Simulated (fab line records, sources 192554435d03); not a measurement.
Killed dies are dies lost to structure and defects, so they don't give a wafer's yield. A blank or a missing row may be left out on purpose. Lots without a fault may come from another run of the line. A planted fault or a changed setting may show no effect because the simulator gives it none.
A struck lot beside a sound one | flow n5_finfet | 36 steps out of a route of 1938
Sound: wafers L274.1, L274.4, L274.5. Struck: wafer L268.3. (L268.6 of the same lot was not struck and is left out.) The cause comes at the end.
At each step with rows: each side's tool, then ch and its chambers, then its first start. Under that, the readings that differ: sound wafers | struck wafers | difference of the means | sigmas: that difference in standard deviations of wafers without a fault.
alike: readings whose means differ by less than 2 such deviations, and words and numbers that are the same on both sides. not compared: withheld readings, readings that some wafer has no value for, bounds like >300 that may hide the same value, and numbers for which the record gives no deviation and whose values overlap.
The two part at a step that has a row with sigmas, a row that says differs or no value, or rows on one side only. Numbers that don't overlap but have no deviation are shown without sigmas and don't part them. A reading that every wafer of one side lacks parts them only if that side has two wafers or more.

first, 9 steps without rows for these wafers: N5_SD_EPI_N_DEVELOP_08 (develop time 30 s); N5_SD_EPI_N_DESCUM_14 (chemistry O2, time 7.9 s); N5_SD_EPI_N_ETCH_34 (etches SiARC in CF4, target depth 45.5 nm, time 75.8 s); N5_SD_EPI_N_ETCH_35 (etches SOC in N2/H2, overetch 108 nm, time 486 s); N5_SD_EPI_N_STRIP_36 (strips in N2/H2); N5_SD_EPI_N_ETCHBACK_44 (etches SiNx in CH3F/O2, stops on SiO2, target depth 14.5 nm); N5_SD_EPI_N_ETCH_45 (etches SiOCN in CH3F/O2, target depth 6 nm); N5_SD_EPI_N_ETCH_16 (etches SiO2 in CHF3/O2, target depth 5 nm); N5_SD_EPI_N_STRIP_47 (strips in CHF3/O2).
N5_SD_EPI_N_SD_RECESS_17: chemistry HBr/Cl2/O2, target depth 41 nm, time 23.7 s, bt time 3 s.
  sound on rie_si-05 ch 2,3, day 7 12:38; struck on rie_si-04 ch 2, day 6 10:12
  reading                                 | sound             | struck | difference | sigmas
  oes_product_au (a.u.)                   | 0.988 1.002 0.995 | 0.873  | -0.122     | -8
  model.Si_of_WELL_APT_EPI_41.thk_nm (nm) | 10 7.8 9.6        | 26     | +17        |
  model.etch.depth_nm (nm)                | 39.98 42.03 40.13 | 22.99  | -17.72     |
  model.SD_EPI_N.feature_depth_nm (nm)    | 40 42 40.2        | 23     | -18        |
  alike: HBr_flow_sccm, drypump_motor_current_A, throttle_valve_pct
  not compared: rf_hours_counter_h
then, 2 steps without rows for these wafers: N5_SD_EPI_N_STRIP_38 (strips in N2/H2); N5_SD_EPI_N_WET_ETCH_43 (etches SiO2 in dHF, time 14 s, target depth 1.5 nm).
N5_SD_EPI_N_STRIP_18: strips in SPM, time 750 s.
  sound on wet_bench-04 ch 3,5,6, day 7 12:50; struck on wet_bench-04 ch 6, day 6 10:23
  reading                                 | sound       | struck | difference | sigmas
  model.Si_of_WELL_APT_EPI_41.thk_nm (nm) | 9.6 7.4 9.4 | 25.6   | +16.8      |
then, 21 steps without rows for these wafers: N5_SD_EPI_N_SRD_20 (time 30 s); N5_SD_EPI_N_PRECLEAN_48 (cleans in NF3:NH3, afs cycles 2, time 20 s, sublimation time 60 s); N5_SD_EPI_N_VAPOR_ETCH_50 (etches Si in HCl, time 54 s); N5_SD_EPI_N_EPI_21 (deposits Si:P, time 690 s); N5_SD_EPI_N_PRECLEAN_24 (cleans in O3/DIW, time 60 s); N5_SD_EPI_N_SRD_25 (time 30 s); N5_SD_EPI_N_PRECLEAN_49 (cleans in NF3:NH3, afs cycles 1, time 20 s, sublimation time 60 s); N5_SD_EPI_N_LINER_46 (material SiNx, target thk 3 nm); N5_SD_EPI_P_COAT_34 (time 60 s, resist thk 350 nm); N5_SD_EPI_P_COAT_35 (time 60 s, resist thk 35 nm); N5_SD_EPI_P_COAT_03 (resist thk 150 nm); N5_SD_EPI_P_EBR_05; N5_SD_EPI_P_SOFTBAKE_04 (time 60 s); N5_SD_EPI_P_EXPOSE_06 (exposes mask SD P BLK, target cd 240 nm); N5_SD_EPI_P_PEB_07 (peb time 60 s); N5_SD_EPI_P_DEVELOP_08 (develop time 30 s); N5_SD_EPI_P_DESCUM_14 (chemistry O2, time 7.9 s); N5_SD_EPI_P_ETCH_36 (etches SiARC in CF4, target depth 45.5 nm, time 75.8 s); N5_SD_EPI_P_ETCH_37 (etches SOC in N2/H2, overetch 108 nm, time 486 s); N5_SD_EPI_P_STRIP_38 (strips in N2/H2); N5_SD_EPI_P_ETCHBACK_46 (etches SiNx in CH3F/O2, stops on SiO2, target depth 17.5 nm).
-- the record jumps here: 5 days lie between the struck wafers' starts before and after (it left off in module SD_EPI_P and takes up again in module BEOL_M4, whose first step shown is number 1111 of the route) --
N5_BEOL_M4_RC_MEAS_101:
  sound on prober-01 ch 0, day 12 10:19; struck on prober-01 ch 0, day 11 17:05
  reading            | sound             | struck | difference | sigmas
  CJ_N               | 4.24 4.46 4.24    | 2.58   | -1.73      | -20
  DIBL_N (mV/V)      | 35.4 38.4 34.9    | 31.1   | -5.1       | -4
  IOFF_N (nA/um)     | 0.139 0.197 0.131 | 0.086  | -0.070     | -3
  IOFF_N_85C (nA/um) | 2.8 3.7 2.6       | 1.9    | -1.1       | -3
  IOFF_N_LIN (nA/um) | 0.066 0.082 0.063 | 0.045  | -0.025     | -3
  ION_N (uA/um)      | 674 677 666       | 518    | -154       | -17
  REXT_N (ohm.um)    | 76.9 75.0 76.8    | 93.9   | +17.7      | +12
  SS_N (mV/dec)      | 71.2 72.3 71.2    | 70.4   | -1.2       | -2
  VT_N (mV)          | 252.0 249.3 251.6 | 260.5  | +9.5       | +4
  VT_N_LVT (mV)      | 102.5 97.7 102.4  | 108.6  | +7.7       | +3
  alike: DIBL_P, IOFF_P, ION_P, SS_P, VT_P
-- the record jumps here: 4 days lie between the struck wafers' starts before and after (it left off in module BEOL_M4 and takes up again in module PASSIVATION, whose first step shown is number 1936 of the route) --
N5_PASSIVATION_PROBE_49:
  the record has rows for the struck wafers here (prober-01, day 16 01:44) and none for the sound ones

WHERE THEY PART
First at N5_SD_EPI_N_SD_RECESS_17; last, within this record, at N5_PASSIVATION_PROBE_49.

WHY: what the simulator had put in
Process parameter drift: rie_si-04, from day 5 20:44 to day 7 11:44, at N5_SD_EPI_N_SD_RECESS_17. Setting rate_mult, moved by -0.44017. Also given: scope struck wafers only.
